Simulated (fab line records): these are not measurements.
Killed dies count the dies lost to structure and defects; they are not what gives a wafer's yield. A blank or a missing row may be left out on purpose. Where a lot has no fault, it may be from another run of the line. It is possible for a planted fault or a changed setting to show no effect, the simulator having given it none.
fab line records	flow n5-finfet	part 1 of 2: steps 1 to 3 of 6
record lots=23	wafers=69	last-day=21
route steps=1938 shown BEOL_M0_SAQP@652 BEOL_M0@730
lots that met no fault: taken from a fault-free run of the same line
start-h: start of the lot's first displayed wafer, in hours after the record's first day	wait-h: hours from the lot's prior step to this one	" the same as in the row above	L1.1+2: a single row standing in for several wafers	- no value present, or no start provided	* or withheld: withheld	< > ~ a bound
route shown NAME@n: a module of which the file shows steps, and the number in the route of the first	usual: average and standard deviation across the fault-free wafers	same: alike in all rows	chamber/n: place in a boat	sites: readings site by site	_std_site: standard deviation of those values	_edge_site: the outer-site mean with the inner-site mean subtracted	radius-mm: how far each site lies from the wafer's centre	mask NAME#n: copy n	behind: the most recent tool/chamber to have shaped the wafer	hold: why the lot was held/for how many hours/how that ended	device: which transistor (n, p or np) failed to switch	end of line: at the end of the route, the tests of the same wafers	a step given without rows: its recipe and nothing more	killed: the dies lost at the first sort to structure and to defects; this is not the yield of the wafer	map: a wafer's dies, marking killed ones x, the rest . and places with no die _
set.NAME: the setting the step ran with; set.NAME@STEP: the setting that earlier step ran with	model.NAME: the simulator's own value behind a step, which no gauge read
one table for each step of the route and one row for each wafer, over a sample of lots
services: the hour from which a tool's chamber was out of use, counted from the record's first day as start-h (under 0 if before that day), plus the number of hours and why
## steps
# step N5_BEOL_M0_SAQP_DESCUM_19
# recipe chemistry=O2	time-s=7.9	source-power-w=50	bias-power-w=20	pressure-mtorr=20	rf-frequency-hz=2.712e+07	temp-c=40	resist=CAR-ArF	o2-flow-sccm=225
# usual bias-power-w=20.00/0.058	drypump-motor-current-A=5.6/0.38	oes-product-au=0.77/0.074	rf-vpp-V=243.5/1.6	showerhead-plenum-p-Torr=2.11/0.078	throttle-valve-pct=20.39/0.19
lot.wafer	tool	chamber	start-h	wait-h	bias-power-w	drypump-motor-current-A	oes-product-au	rf-hours-counter-h	rf-vpp-V	showerhead-plenum-p-Torr	throttle-valve-pct
L074.1	rie-diel-06	3	104.64	0.0	20.02	6.0	0.68	240	245.4	2.14	20.69
L074.4	"	0	"	"	20.08	5.8	0.82	103	244.2	2.08	20.36
L074.6	"	1	"	"	20.07	5.5	0.84	-	244.2	2.22	20.15
L075.2	rie-diel-06	3	110.56	0.0	20.05	6.1	0.67	242	244.8	2.14	20.67
L075.3	"	2	"	"	19.97	5.5	0.73	194	243.7	2.07	20.29
L075.4	"	1	"	"	20.04	5.6	0.84	55	245.0	2.22	20.14
L077.2	rie-diel-06	1	127.86	0.0	19.99	5.6	0.83	58	246.2	2.22	20.16
L077.3	"	0	"	"	19.99	5.8	0.80	108	244.8	2.08	20.39
L077.5	"	3	"	"	20.02	6.0	0.66	-	243.5	2.14	20.67
L078.2	rie-diel-06	2	128.27	0.0	20.02	5.5	0.73	197	242.1	2.06	20.29
L078.4	"	3	"	"	20.00	6.1	0.66	245	244.6	2.14	20.69
L078.5	"	1	"	"	20.06	5.6	0.84	-	244.1	2.22	20.17
L080.2	rie-diel-06	2	146.39	0.0	19.95	5.5	0.72	202	243.3	2.06	20.30
L080.4	"	1	"	"	19.95	5.6	0.82	63	246.9	2.22	20.17
L080.5	"	2	"	"	20.00	5.5	0.73	-	243.5	2.06	20.30
L079.4	rie-diel-05	3	151.44	0.2	20.07	5.7	0.72	156	241.5	1.99	20.20
L079.5	"	1	"	"	19.96	5.6	0.72	-	244.9	2.13	20.33
L079.6	"	0	"	"	19.94	5.0	0.73	-	242.8	2.01	20.61
L082.3	rie-diel-06	0	152.22	0.0	19.99	5.8	0.80	115	243.4	2.07	20.38
L082.4	"	1	"	"	19.95	5.5	0.82	65	246.1	2.22	20.16
L082.6	"	3	"	"	20.06	6.0	0.66	-	242.9	2.14	20.68
L081.3	rie-diel-05	1	153.53	0.3	19.89	5.5	0.72	187	244.9	2.13	20.33
L081.5	"	0	"	"	19.94	5.0	0.73	-	241.8	2.01	20.61
L081.6	"	1	"	"	19.96	5.6	0.73	-	243.2	2.13	20.33
L083.2	rie-diel-06	2	159.91	0.0	19.81	5.6	0.71	206	243.0	2.06	20.27
L083.3	"	0	"	"	19.93	5.8	0.80	117	243.6	2.07	20.39
L083.6	"	1	"	"	19.99	5.6	0.82	-	245.2	2.22	20.17
L084.1	rie-diel-05	0	168.82	0.3	19.97	5.0	0.73	164	243.6	2.01	20.63
L084.4	"	2	"	"	19.97	6.2	0.79	116	244.3	2.19	20.27
L084.5	"	2	"	"	19.98	6.1	0.79	-	245.8	2.19	20.27
L085.2	rie-diel-05	3	177.38	1.1	20.06	5.8	0.73	167	241.4	1.99	20.22
L085.3	"	2	"	"	20.00	6.1	0.79	120	245.5	2.19	20.27
L085.4	"	0	"	"	19.96	5.0	0.73	168	241.3	2.01	20.63
L086.2	rie-diel-05	0	181.70	1.3	19.93	5.0	0.72	171	240.7	2.01	20.64
L086.3	"	2	"	"	19.94	6.1	0.78	122	244.8	2.19	20.28
L086.4	"	3	"	"	20.03	5.8	0.72	169	241.0	1.99	20.21
L087.1	rie-diel-02	2	185.03	1.2	19.94	5.0	0.73	211	244.4	2.17	20.46
L087.2	"	0	"	"	19.98	4.8	0.70	232	240.3	1.99	20.95
L087.6	"	3	"	"	20.00	5.7	0.86	-	242.5	2.02	20.60
L088.2	rie-diel-06	3	187.82	0.4	20.05	6.1	0.99	3	243.5	2.13	20.27
L088.5	"	2	"	"	19.93	5.6	0.71	-	242.7	2.06	20.33
L088.6	"	3	"	"	19.90	6.1	0.99	-	245.1	2.13	20.26
L089.1	rie-diel-05	2	195.29	0.0	20.09	6.1	0.78	130	243.5	2.19	20.29
L089.2	"	1	"	"	19.85	5.6	0.71	207	245.7	2.13	20.36
L089.4	"	3	"	"	19.93	5.7	0.72	170	241.2	1.99	20.23
L090.3	rie-diel-06	1	205.83	0.1	20.04	5.5	0.81	89	244.4	2.21	20.21
L090.4	"	0	"	"	19.99	5.8	0.77	139	242.5	2.07	20.40
L090.6	"	3	"	"	20.14	6.1	0.96	-	242.9	2.13	20.28
L091.3	rie-diel-06	2	210.84	0.2	20.11	5.5	0.70	229	242.3	2.05	20.34
L091.4	"	0	"	"	20.16	5.8	0.77	141	242.0	2.07	20.42
L091.5	"	1	"	"	20.03	5.6	0.79	-	244.2	2.21	20.21
L092.2	rie-diel-06	1	214.74	0.0	20.01	5.6	0.79	93	244.4	2.21	20.21
L092.3	"	3	"	"	20.05	6.0	0.96	13	242.6	2.13	20.29
L092.5	"	1	"	"	20.03	5.6	0.81	-	244.7	2.21	20.20
L093.2	rie-diel-02	3	219.30	0.0	19.98	5.7	0.84	86	242.1	2.01	20.61
L093.3	"	0	"	"	20.09	4.8	0.70	244	241.7	1.98	20.98
L093.6	"	0	"	"	20.07	4.8	0.70	-	241.1	1.98	20.97
L094.2	rie-diel-02	3	231.09	0.0	19.91	5.7	0.84	90	243.5	2.01	20.63
L094.3	"	2	"	"	20.00	5.0	0.73	224	243.8	2.16	20.48
L094.4	"	0	"	"	20.07	4.8	0.69	248	240.0	1.98	20.97
L095.1	rie-diel-06	3	236.69	0.0	19.97	6.1	0.94	19	242.6	2.13	20.31
L095.2	"	1	"	"	19.98	5.6	0.79	98	243.9	2.20	20.21
L095.6	"	3	"	"	19.96	6.1	0.94	-	244.2	2.13	20.31
L096.1	rie-diel-06	1	237.34	0.1	20.03	5.6	0.79	99	244.5	2.20	20.22
L096.2	"	3	"	"	19.89	6.1	0.93	19	244.2	2.13	20.31
L096.5	"	3	"	"	19.95	6.0	0.93	-	244.7	2.13	20.30
L097.4	rie-diel-05	2	244.89	0.0	19.99	6.1	0.77	144	244.4	2.18	20.30
L097.5	"	1	"	"	19.97	5.6	0.71	-	245.5	2.12	20.40
L097.6	"	0	"	"	19.94	5.0	0.70	-	240.9	2.00	20.70
# step N5_BEOL_M0_SAQP_ETCH_84
# recipe chemistry=N2/H2	target=SOC	target-depth-a=1000	overetch-a=200	mask-material=SiARC	temp-c=40	time-s=150	ion-energy-ev=200	pressure-mtorr=30	source-w=840	bias-w=150	n2-flow-sccm=200	h2-flow-sccm=200
# usual drypump-motor-current-A=5.6/0.38	oes-product-au=0.69/0.063	rf-vpp-V=524.6/2.5	showerhead-plenum-p-Torr=2.57/0.092	throttle-valve-pct=17.86/0.29
lot.wafer	tool	chamber	start-h	wait-h	drypump-motor-current-A	oes-product-au	rf-hours-counter-h	rf-vpp-V	showerhead-plenum-p-Torr	throttle-valve-pct
L074.1	rie-diel-06	3	104.72	0.0	6.1	0.61	240	525.4	2.60	18.08
L074.4	"	0	"	"	5.8	0.72	103	524.8	2.58	18.08
L074.6	"	1	"	"	5.6	0.77	-	527.8	2.67	17.33
L075.2	rie-diel-06	3	110.64	0.0	6.0	0.61	242	524.3	2.60	18.09
L075.3	"	2	"	"	5.5	0.65	194	521.7	2.51	17.72
L075.4	"	1	"	"	5.5	0.76	55	527.2	2.67	17.33
L077.2	rie-diel-06	1	127.94	0.0	5.5	0.77	58	527.4	2.67	17.32
L077.3	"	0	"	"	5.8	0.72	108	524.3	2.58	18.09
L077.5	"	3	"	"	6.0	0.61	-	525.1	2.60	18.08
L078.2	rie-diel-06	2	128.35	0.0	5.5	0.66	197	523.7	2.51	17.73
L078.4	"	3	"	"	6.1	0.61	245	525.1	2.60	18.11
L078.5	"	1	"	"	5.6	0.76	-	528.3	2.67	17.32
L080.2	rie-diel-06	2	146.47	0.0	5.6	0.66	202	524.0	2.51	17.76
L080.4	"	1	"	"	5.6	0.75	64	528.8	2.67	17.33
L080.5	"	2	"	"	5.6	0.65	-	523.4	2.51	17.74
L079.4	rie-diel-05	3	151.53	0.0	5.7	0.68	156	521.1	2.44	17.74
L079.5	"	1	"	"	5.6	0.66	-	526.3	2.65	18.06
L079.6	"	0	"	"	5.0	0.66	-	519.5	2.43	17.88
L082.3	rie-diel-06	0	152.31	0.0	5.8	0.71	115	524.5	2.58	18.12
L082.4	"	1	"	"	5.5	0.76	65	527.5	2.67	17.34
L082.6	"	3	"	"	6.1	0.60	-	524.3	2.60	18.11
L081.3	rie-diel-05	1	153.62	0.0	5.6	0.65	187	527.1	2.65	18.07
L081.5	"	0	"	"	5.0	0.66	-	520.2	2.43	17.87
L081.6	"	1	"	"	5.6	0.65	-	526.3	2.65	18.08
L083.2	rie-diel-06	2	160.00	0.0	5.6	0.66	206	524.2	2.51	17.74
L083.3	"	0	"	"	5.8	0.70	117	523.7	2.57	18.10
L083.6	"	1	"	"	5.5	0.75	-	528.6	2.66	17.36
L084.1	rie-diel-05	0	168.91	0.0	5.0	0.66	164	521.4	2.42	17.89
L084.4	"	2	"	"	6.2	0.71	116	526.7	2.69	17.99
L084.5	"	2	"	"	6.2	0.70	-	526.2	2.69	17.99
L085.2	rie-diel-05	3	177.47	0.0	5.7	0.67	167	521.5	2.44	17.78
L085.3	"	2	"	"	6.2	0.70	120	528.7	2.69	17.99
L085.4	"	0	"	"	5.0	0.65	168	520.3	2.42	17.88
L086.2	rie-diel-05	0	181.79	0.0	5.0	0.65	171	521.4	2.42	17.91
L086.3	"	2	"	"	6.1	0.70	123	526.9	2.69	17.99
L086.4	"	3	"	"	5.8	0.66	169	521.9	2.44	17.77
L087.1	rie-diel-02	2	185.12	0.0	5.0	0.65	211	526.4	2.62	17.89
L087.2	"	0	"	"	4.8	0.62	232	520.4	2.39	18.27
L087.6	"	3	"	"	5.7	0.75	-	521.4	2.50	18.44
L088.2	rie-diel-06	3	187.90	0.0	6.0	0.88	3	526.4	2.60	17.64
L088.5	"	2	"	"	5.6	0.64	-	523.3	2.50	17.75
L088.6	"	3	"	"	6.0	0.88	-	525.0	2.60	17.65
L089.1	rie-diel-05	2	195.37	0.0	6.1	0.69	130	527.1	2.69	18.01
L089.2	"	1	"	"	5.6	0.65	207	527.1	2.64	18.09
L089.4	"	3	"	"	5.7	0.67	170	520.6	2.44	17.76
L090.3	rie-diel-06	1	205.91	0.0	5.6	0.73	89	527.0	2.66	17.40
L090.4	"	0	"	"	5.8	0.69	139	523.4	2.56	18.16
L090.6	"	3	"	"	6.1	0.86	-	525.0	2.60	17.66
L091.3	rie-diel-06	2	210.93	0.0	5.5	0.64	230	523.0	2.50	17.77
L091.4	"	0	"	"	5.8	0.69	141	523.9	2.56	18.17
L091.5	"	1	"	"	5.5	0.73	-	528.3	2.65	17.39
L092.2	rie-diel-06	1	214.83	0.0	5.6	0.72	93	527.1	2.65	17.40
L092.3	"	3	"	"	6.1	0.85	13	526.4	2.59	17.66
L092.5	"	1	"	"	5.5	0.73	-	527.4	2.65	17.39
L093.2	rie-diel-02	3	219.39	0.0	5.7	0.74	86	521.6	2.50	18.46
L093.3	"	0	"	"	4.8	0.61	245	520.3	2.38	18.28
L093.6	"	0	"	"	4.8	0.61	-	520.5	2.38	18.30
L094.2	rie-diel-02	3	231.18	0.0	5.7	0.74	90	521.4	2.50	18.47
L094.3	"	2	"	"	5.0	0.64	225	525.9	2.62	17.90
L094.4	"	0	"	"	4.8	0.61	248	519.4	2.38	18.29
L095.1	rie-diel-06	3	236.78	0.0	6.0	0.83	19	525.8	2.59	17.68
L095.2	"	1	"	"	5.5	0.72	98	527.7	2.65	17.41
L095.6	"	3	"	"	6.1	0.83	-	524.3	2.59	17.68
L096.1	rie-diel-06	1	237.43	0.0	5.5	0.72	99	528.1	2.65	17.41
L096.2	"	3	"	"	6.0	0.83	19	525.0	2.59	17.69
L096.5	"	3	"	"	6.0	0.83	-	525.2	2.59	17.67
L097.4	rie-diel-05	2	244.97	0.0	6.1	0.68	144	526.4	2.68	18.00
L097.5	"	1	"	"	5.6	0.64	-	525.8	2.63	18.12
L097.6	"	0	"	"	5.0	0.64	-	519.5	2.41	17.94
# step N5_BEOL_M0_SAQP_SPACER1_ETCHBACK_99
# recipe chemistry=CHF3/O2	mode=anisotropic-etchback	target=SiO2	target-depth-a=154	time-s=7.7	pressure-mtorr=30	source-w=650	bias-w=170	Ar_flow_sccm=200	CHF3_flow_sccm=50	O2_flow_sccm=5	ion-energy-ev=200
# usual drypump-motor-current-A=5.6/0.47	oes_ar_750_au=0.76/0.061	oes-product-au=0.76/0.063	rf-vpp-V=532/15	showerhead-plenum-p-Torr=2.41/0.098	throttle-valve-pct=18.93/0.21
lot.wafer	tool	chamber	start-h	wait-h	drypump-motor-current-A	oes_ar_750_au	oes-product-au	rf-hours-counter-h	rf-vpp-V	showerhead-plenum-p-Torr	throttle-valve-pct
L074.1	rie-diel-02	2	106.50	0.3	5.0	0.72	0.72	195	518	2.47	18.81
L074.4	"	0	"	"	4.8	0.71	0.71	213	533	2.27	19.24
L074.6	"	3	"	"	5.7	0.84	0.86	-	565	2.33	19.03
L075.2	rie-diel-02	2	111.93	0.3	5.0	0.72	0.72	195	519	2.47	18.81
L075.3	"	1	"	"	6.4	0.82	0.84	62	545	2.54	18.69
L075.4	"	0	"	"	4.9	0.70	0.71	214	533	2.27	19.24
L077.2	rie-diel-05	3	129.23	0.3	5.8	0.78	0.76	152	527	2.32	18.80
L077.3	"	1	"	"	5.6	0.74	0.72	183	512	2.51	19.10
L077.5	"	2	"	"	6.1	0.81	0.81	-	518	2.54	18.80
L078.2	rie-diel-05	0	129.67	0.3	5.0	0.73	0.74	153	546	2.31	18.98
L078.4	"	3	"	"	5.7	0.77	0.77	152	527	2.32	18.79
L078.5	"	3	"	"	5.7	0.78	0.76	-	526	2.32	18.80
L080.2	rie-diel-06	1	147.75	0.3	5.5	0.84	0.83	64	532	2.51	18.44
L080.4	"	0	"	"	5.8	0.79	0.79	113	540	2.42	19.05
L080.5	"	0	"	"	5.8	0.79	0.79	-	539	2.42	19.05
L079.4	rie-diel-06	3	152.96	0.3	6.1	0.69	0.67	251	538	2.48	19.26
L079.5	"	2	"	"	5.5	0.73	0.71	-	517	2.41	18.90
L079.6	"	1	"	"	5.6	0.85	0.83	-	530	2.51	18.45
L082.3	rie-diel-06	3	153.60	0.3	6.1	0.69	0.67	251	538	2.48	19.26
L082.4	"	2	"	"	5.5	0.73	0.72	204	516	2.40	18.90
L082.6	"	2	"	"	5.5	0.73	0.72	-	516	2.40	18.89
L081.3	rie-diel-05	1	155.53	0.3	5.5	0.74	0.73	188	512	2.50	19.11
L081.5	"	2	"	"	6.1	0.80	0.80	-	517	2.54	18.81
L081.6	"	3	"	"	5.7	0.77	0.75	-	525	2.31	18.81
L083.2	rie-diel-06	1	161.29	0.3	5.5	0.85	0.83	67	532	2.51	18.44
L083.3	"	2	"	"	5.6	0.72	0.72	207	516	2.40	18.90
L083.6	"	1	"	"	5.5	0.85	0.83	-	531	2.51	18.46
L084.1	rie-diel-05	2	170.20	0.3	6.1	0.80	0.79	117	518	2.54	18.83
L084.4	"	1	"	"	5.5	0.73	0.72	193	510	2.50	19.12
L084.5	"	0	"	"	5.0	0.71	0.73	-	545	2.31	18.99
L085.2	rie-diel-05	2	179.26	0.3	6.1	0.79	0.79	121	518	2.53	18.82
L085.3	"	0	"	"	5.0	0.71	0.72	169	545	2.30	19.01
L085.4	"	1	"	"	5.6	0.73	0.71	198	511	2.50	19.14
L086.2	rie-diel-06	0	183.23	0.3	5.8	0.77	0.76	131	538	2.42	19.08
L086.3	"	1	"	"	5.6	0.82	0.82	81	531	2.51	18.47
L086.4	"	3	"	"	6.0	1.02	1.01	0	536	2.48	18.83
L087.1	rie-diel-02	0	186.59	0.3	4.8	0.70	0.71	232	532	2.26	19.28
L087.2	"	1	"	"	6.4	0.80	0.82	78	546	2.53	18.73
L087.6	"	3	"	"	5.7	0.81	0.84	-	566	2.33	19.06
L088.2	rie-diel-02	2	189.64	0.3	5.0	0.71	0.72	213	519	2.47	18.85
L088.5	"	0	"	"	4.8	0.69	0.70	-	533	2.26	19.27
L088.6	"	1	"	"	6.4	0.80	0.81	-	544	2.53	18.73
L089.1	rie-diel-05	3	196.69	0.3	5.8	0.76	0.73	171	527	2.31	18.82
L089.2	"	0	"	"	5.0	0.70	0.72	179	546	2.30	19.04
L089.4	"	1	"	"	5.6	0.72	0.71	207	510	2.50	19.16
L090.3	rie-diel-05	2	207.39	0.3	6.1	0.78	0.78	134	517	2.53	18.83
L090.4	"	0	"	"	5.0	0.70	0.73	182	545	2.30	19.02
L090.6	"	3	"	"	5.7	0.76	0.75	-	528	2.31	18.84
L091.3	rie-diel-05	3	212.23	0.3	5.7	0.75	0.73	175	527	2.31	18.84
L091.4	"	0	"	"	5.0	0.70	0.72	184	544	2.30	19.03
L091.5	"	3	"	"	5.7	0.75	0.74	-	526	2.31	18.82
L092.2	rie-diel-02	2	216.37	0.3	5.0	0.70	0.71	220	519	2.47	18.85
L092.3	"	0	"	"	4.8	0.68	0.71	243	533	2.26	19.29
L092.5	"	2	"	"	5.0	0.70	0.71	-	519	2.46	18.87
L093.2	rie-diel-06	1	220.91	0.3	5.6	0.81	0.81	95	530	2.50	18.52
L093.3	"	3	"	"	6.0	0.95	0.97	15	536	2.47	18.87
L093.6	"	3	"	"	6.0	0.95	0.96	-	536	2.47	18.87
L094.2	rie-diel-02	2	233.31	0.3	5.0	0.70	0.70	225	518	2.46	18.88
L094.3	"	3	"	"	5.7	0.79	0.83	90	564	2.32	19.06
L094.4	"	1	"	"	6.4	0.78	0.80	94	545	2.52	18.74
L095.1	rie-diel-02	0	238.06	0.3	4.9	0.68	0.70	250	532	2.26	19.30
L095.2	"	3	"	"	5.7	0.79	0.82	91	565	2.32	19.09
L095.6	"	1	"	"	6.4	0.78	0.79	-	544	2.52	18.76
L096.1	rie-diel-02	3	238.71	0.3	5.7	0.78	0.81	91	565	2.32	19.09
L096.2	"	1	"	"	6.4	0.78	0.79	95	545	2.52	18.76
L096.5	"	3	"	"	5.7	0.79	0.82	-	565	2.32	19.09
L097.4	rie-diel-05	0	246.25	0.3	5.0	0.70	0.71	193	545	2.30	19.04
L097.5	"	3	"	"	5.7	0.75	0.73	-	526	2.30	18.86
L097.6	"	2	"	"	6.1	0.77	0.77	-	517	2.53	18.85
